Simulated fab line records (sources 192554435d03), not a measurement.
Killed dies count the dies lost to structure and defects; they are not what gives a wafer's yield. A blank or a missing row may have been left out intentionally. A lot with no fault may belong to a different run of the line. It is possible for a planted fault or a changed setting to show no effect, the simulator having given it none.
fab line records	flow n5_finfet
[record] lots = 7	wafers = 39
route steps=1938 shown FIN_SAQP@130 STI_FIN_REVEAL@204 DUMMY_GATE@250 SPACER0@259 SD_EPI_P@312 HKMG_FIN@413 MOL_CONTACT_COAG@538 BEOL_M4@1111
start_h: start of the lot's first displayed wafer, in hours after the record's first day	wait_h: hours elapsed since this lot's preceding step	" identical to the entry in the row above	L1.1+2: one row covering several wafers at once	- no value, or no start was given	* or withheld: withheld	< > ~ a bound
route shown NAME@n: names a module that has steps shown in the file, with the first one's number in the route	usual: the fault-free wafers' mean and standard deviation	same: alike in all rows	chamber/n: place in a boat	sites: the reading at each site	_std_site: standard deviation of those values	_edge_site: outer sites' mean less inner sites'	radius_mm: for every site, how far away it sits from the centre of the wafer	mask NAME#n: copy n	behind: the tool/chamber that last shaped the wafer	hold: what put the lot on hold/how long, in hours/how the hold closed	device: the n, p or np transistor that did not switch	end of line: the route-end tests of the same wafers	step lacking rows: just its recipe	killed: the dies lost at the first sort to structure and to defects; this is not the yield of the wafer	map: a wafer's dies, x killed, . not, _ none there
set.NAME: the setting as run; set.NAME@STEP: as run at that earlier step	model.NAME: the simulator's own value behind a step, which no gauge read
lots run with intentionally changed settings; tables by step, rows by wafer
[[steps]]
[step N5_FIN_SAQP_ETCH_65]
[recipe] chemistry = CF4	target = SiO2	target_depth_a = 40	ion_energy_ev = 350	time_s = 4.4	pressure_mtorr = 10	icp_w = 800	bias_w = 400	cf4_flow_sccm = 80
[step N5_FIN_SAQP_ETCH_34]
[recipe] chemistry = C4F6/O2	target = SiO2	target_depth_a = 450	time_s = 15	ion_energy_ev = 250	pressure_mtorr = 30	source_w = 345	bias_w = 185	Ar_flow_sccm = 300	C4F6_flow_sccm = 10	O2_flow_sccm = 10	ends = cleared
[step N5_STI_FIN_REVEAL_OXIDATION_33]
[recipe] chemistry = O2_PLASMA_REMOTE	temp_c = 150	time_s = 20	pressure_mtorr = 1000	source_power_w = 2000	o2_flow_sccm = 3000
[step N5_DUMMY_GATE_ETCH_42]
[recipe] chemistry = CHF3/O2	target = SiO2	target_depth_a = 35	time_s = 31	ion_energy_ev = 30	bias_w = 12	pressure_mtorr = 30	source_w = 600	Ar_flow_sccm = 200	CHF3_flow_sccm = 50	O2_flow_sccm = 5
[step N5_SPACER0_ALD_00]
[recipe] material = SiOCN	target_thk_a = 35	temp_c = 400	ald_precursor_family = alkyl-aminosilane	ald_co_reactant = O2/N2-plasma	pulse_time_s = 3	purge_time_s = 2	co_reactant_purge_time_s = 2	ald_cycles = 58	pressure_torr = 2
[step N5_SD_EPI_P_ETCH_16]
[recipe] chemistry = CHF3/O2	target = SiO2	target_depth_a = 50	mask_material = SOC	pressure_mtorr = 30	source_w = 650	bias_w = 170	Ar_flow_sccm = 200	CHF3_flow_sccm = 50	O2_flow_sccm = 5	ion_energy_ev = 200
[step N5_HKMG_FIN_CVD_62]
[recipe] material = a-Si	target_thk_a = 30	temp_c = 500	precursor = Si2H6	pressure_torr = 1	time_s = 20.8
[step N5_MOL_CONTACT_COAG_ETCH_110]
[recipe] chemistry = CF4/O2	target = Si	target_depth_a = 25	time_s = 8	pressure_mtorr = 100	source_w = 200	bias_w = 12	ion_energy_ev = 60	Ar_flow_sccm = 100	cf4_flow_sccm = 100	O2_flow_sccm = 10
[step N5_MOL_CONTACT_COAG_ALD_123]
[recipe] material = SiNx	target_thk_a = 50	temp_c = 400	ald_precursor_family = SiH2I2	ald_co_reactant = N2/H2-plasma	pulse_time_s = 1	purge_time_s = 2	co_reactant_purge_time_s = 2	ald_cycles = 100	pressure_torr = 2
[step N5_MOL_CONTACT_COAG_EXPOSE_81]
[recipe] mask_id = VG	na = 0.33	source_shape = annular	sigma_inner = 0.3	sigma_outer = 0.7	polarization = unpolarized	defocus_nm = 0	dose_mj = 59.5
[step N5_BEOL_M4_RC_MEAS_101]
[usual] IGATE_P = 0.0038/0.00048	IOFF_N_LONG = 5.51e-05/2e-06	REXT_N = 75.5/1.5	REXT_P = 100.3/1.7	VT_N_LONG = 275.0/1.7	VT_P_LVT = -99.6/2.3
lot.wafer	tool	chamber	start_h	wait_h	set.time_s@FIN_SAQP_ETCH_65	set.source_w@FIN_SAQP_ETCH_34	set.time_s@STI_FIN_REVEAL_OXIDATION_33	set.bias_w@DUMMY_GATE_ETCH_42	set.ald_cycles@SPACER0_ALD_00	set.target_depth_a@SD_EPI_P_ETCH_16	set.temp_c@HKMG_FIN_CVD_62	set.bias_w@MOL_CONTACT_COAG_ETCH_110	set.ald_cycles@MOL_CONTACT_COAG_ALD_123	set.dose_mj@MOL_CONTACT_COAG_EXPOSE_81	IGATE_P[nA/um]	IOFF_N_LONG[nA/um]	REXT_N[ohm.um]	REXT_P[ohm.um]	VT_N_LONG[mV]	VT_P_LVT[mV]
L077.1	prober-02	0	194.31	0.0	4.052	345	20	13.28	49	50	500	12	84	59.5	0.0038	5.37e-05	72.0	95.1	277.6	-95.4
L077.2	"	0	"	"	4.4	345	22.91	12	58	50	500	12	100	59.5	0.0034	5.19e-05	76.9	101.8	276.7	-101.9
L077.3	"	0	"	"	4.052	345	20	12	49	50	506.8	12	100	59.5	0.0020	5.13e-05	72.0	96.4	278.6	-88.9
L077.4	"	0	"	"	4.052	345	22.91	13.28	58	50	500	12	84	59.5	0.0043	5.15e-05	76.5	102.4	276.1	-103.0
L077.5	"	0	"	"	4.4	345	22.91	13.28	49	50	506.8	12	100	59.5	0.0020	5.01e-05	72.3	95.7	279.0	-91.8
L077.6	"	0	"	"	4.4	345	20	12	58	50	506.8	12	84	59.5	0.0020	4.96e-05	76.4	101.8	278.0	-95.1
L082.1	prober-01	0	224.19	0.0	4.4	387.3	20	12	58	50	508.7	12	100	59.5	0.0010	3.89e-05	75.7	99.7	286.5	-79.0
L082.2	"	0	"	"	4.4	345	20	12	51	56.24	508.7	12	100	59.5	0.0010	4.03e-05	70.6	95.2	289.3	-78.5
L082.3	"	0	"	"	4.4	345	20	12.64	51	56.24	508.7	12	100	64.21	0.0010	4.03e-05	71.1	95.2	290.2	-74.8
L082.4	"	0	"	"	4.4	387.3	20	12.64	58	56.24	500	12	100	64.21	0.0031	5.68e-05	75.9	100.4	273.1	-102.1
L082.5	"	0	"	"	4.4	387.3	20	12	51	50	500	12	100	64.21	0.0037	5.85e-05	70.8	95.4	272.5	-94.6
L082.6	"	0	"	"	4.4	345	20	12.64	58	50	500	12	100	59.5	0.0032	5.74e-05	75.5	100.5	271.3	-101.0
L083.1	prober-02	0	233.99	0.0	4.4	345	17.6	12	58	50	500	12	117	59.5	0.0039	5.85e-05	75.5	100.6	270.7	-100.7
L083.2	"	0	"	"	4.4	345	20	11.1	54	50	500	12	100	59.5	0.0040	5.77e-05	73.8	97.7	275.7	-95.9
L083.3	"	0	"	"	4.4	345	17.6	11.1	58	52.91	500	12	100	59.5	0.0043	5.89e-05	75.3	100.1	274.3	-101.8
L083.4	"	0	"	"	4.4	345	17.6	12	54	50	500	12.86	100	59.5	0.0034	5.79e-05	73.4	96.3	276.0	-98.5
L083.5	"	0	"	"	4.4	345	20	12	58	52.91	500	12.86	117	59.5	0.0039	5.71e-05	76.8	101.6	274.4	-97.9
L083.6	"	0	"	"	4.4	345	20	11.1	54	52.91	500	12.86	117	59.5	0.0048	5.88e-05	72.8	97.9	274.3	-99.3
L085.1	prober-01	0	248.38	0.0	4.4	345	16	12	58	50	509.5	12	100	59.5	0.0009	2.86e-05	74.4	96.1	311.8	-66.9
L085.2	"	0	"	"	4.4	345	20	12	54	43.92	500	12	100	56.04	0.0030	5.77e-05	73.5	94.2	275.6	-94.9
L085.3	"	0	"	"	4.4	345	20	11.32	58	43.92	500	12	85	59.5	0.0040	5.72e-05	76.6	96.9	274.8	-97.7
L085.4	"	0	"	"	4.4	345	20	11.32	58	50	509.5	12	85	56.04	0.0009	2.79e-05	76.2	97.6	314.9	-68.1
L085.5	"	0	"	"	4.4	345	16	12	54	43.92	509.5	12	85	56.04	0.0008	2.91e-05	72.9	93.5	311.0	-66.0
L085.6	"	0	"	"	4.4	345	16	11.32	54	50	500	12	100	59.5	0.0035	5.9e-05	73.1	93.9	271.9	-94.8
L088.1	prober-01	0	252.05	0.0	4.4	345	20	12.71	58	50	500	10.44	100	59.5	0.0038	5.7e-05	75.5	100.4	275.1	-96.2
L088.2	"	0	"	"	3.633	296.5	20	12	58	50	500	12	100	59.5	0.0036	5.73e-05	75.3	100.1	275.5	-95.5
L088.3	"	0	"	"	3.633	345	20	12	58	53.44	500	10.44	100	59.5	0.0038	5.72e-05	74.8	98.8	274.4	-96.0
L088.4	"	0	"	"	4.4	296.5	20	12	58	53.44	500	12	100	59.5	0.0030	5.72e-05	75.1	98.7	274.0	-94.8
L088.5	"	0	"	"	3.633	345	20	12.71	58	50	500	12	100	59.5	0.0032	5.69e-05	74.9	99.4	275.2	-95.6
L088.6	"	0	"	"	4.4	296.5	20	12.71	58	53.44	500	10.44	100	59.5	0.0036	5.77e-05	74.6	98.5	274.8	-96.6
L091.1	prober-02	0	275.34	0.0	4.4	345	20	12	58	50	500	12	100	59.5	0.0040	5.21e-05	76.8	100.2	275.3	-98.2
L091.3	"	0	"	"	4.4	345	20	12	58	50	500	12	100	59.5	0.0037	5.21e-05	76.5	99.8	275.7	-99.7
L091.6	"	0	"	"	4.4	345	20	12	58	50	500	12	100	59.5	0.0040	5.24e-05	77.4	101.2	275.2	-100.8
L096.1	prober-01	0	305.76	0.2	5.445	345	24.62	9.727	58	50	500	12	100	62.9	0.0044	5.42e-05	72.6	98.9	274.5	-102.5
L096.2	"	0	"	"	4.4	383.6	24.62	9.727	58	51.68	500	9.997	117	59.5	0.0046	5.32e-05	73.2	98.8	274.1	-103.4
L096.3	"	0	"	"	5.445	383.6	20	12	58	50	500	12	117	59.5	0.0042	5.51e-05	72.1	99.2	275.7	-101.1
L096.4	"	0	"	"	4.4	345	20	9.727	58	50	500	9.997	117	62.9	0.0030	5.47e-05	73.2	97.2	276.0	-99.9
L096.5	"	0	"	"	5.445	345	20	12	58	51.68	500	9.997	100	59.5	0.0032	5.5e-05	72.7	99.0	273.4	-102.6
L096.6	"	0	"	"	4.4	383.6	24.62	12	58	51.68	500	12	100	62.9	0.0036	5.33e-05	71.9	98.1	278.1	-102.1
[[key]]
[split] step = N5_FIN_SAQP_ETCH_65	setting = time_s	stated_as = 4.4
response none clear
[split] step = N5_FIN_SAQP_ETCH_34	setting = source_w	stated_as = 345
response none clear
[split] step = N5_STI_FIN_REVEAL_OXIDATION_33	setting = time_s	stated_as = 20
response none clear
[split] step = N5_DUMMY_GATE_ETCH_42	setting = bias_w	stated_as = 12
response none clear
[split] step = N5_SPACER0_ALD_00	setting = ald_cycles	stated_as = 58
[response] step = N5_BEOL_M4_RC_MEAS_101	reading = REXT_P	slope = +0.409	per = 1%	together_with = all	explained = 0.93
[response] step = N5_BEOL_M4_RC_MEAS_101	reading = REXT_N	slope = +0.333	per = 1%	together_with = all	explained = 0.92
[split] step = N5_SD_EPI_P_ETCH_16	setting = target_depth_a	stated_as = 50
response none clear
[split] step = N5_HKMG_FIN_CVD_62	setting = temp_c	stated_as = 500
[response] step = N5_BEOL_M4_RC_MEAS_101	reading = VT_P_LVT	slope = +11.9	per = 1%	together_with = all	explained = 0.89
[response] step = N5_BEOL_M4_RC_MEAS_101	reading = IGATE_P	slope = -0.00133	per = 1%	together_with = all	explained = 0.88
[response] step = N5_BEOL_M4_RC_MEAS_101	reading = IOFF_N_LONG	slope = -1.06e-05	per = 1%	together_with = all	explained = 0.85
[response] step = N5_BEOL_M4_RC_MEAS_101	reading = VT_N_LONG	slope = +12.1	per = 1%	together_with = all	explained = 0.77
[split] step = N5_MOL_CONTACT_COAG_ETCH_110	setting = bias_w	stated_as = 12
response none clear
[split] step = N5_MOL_CONTACT_COAG_ALD_123	setting = ald_cycles	stated_as = 100
response none clear
[split] step = N5_MOL_CONTACT_COAG_EXPOSE_81	setting = dose_mj	stated_as = 59.5
response none clear
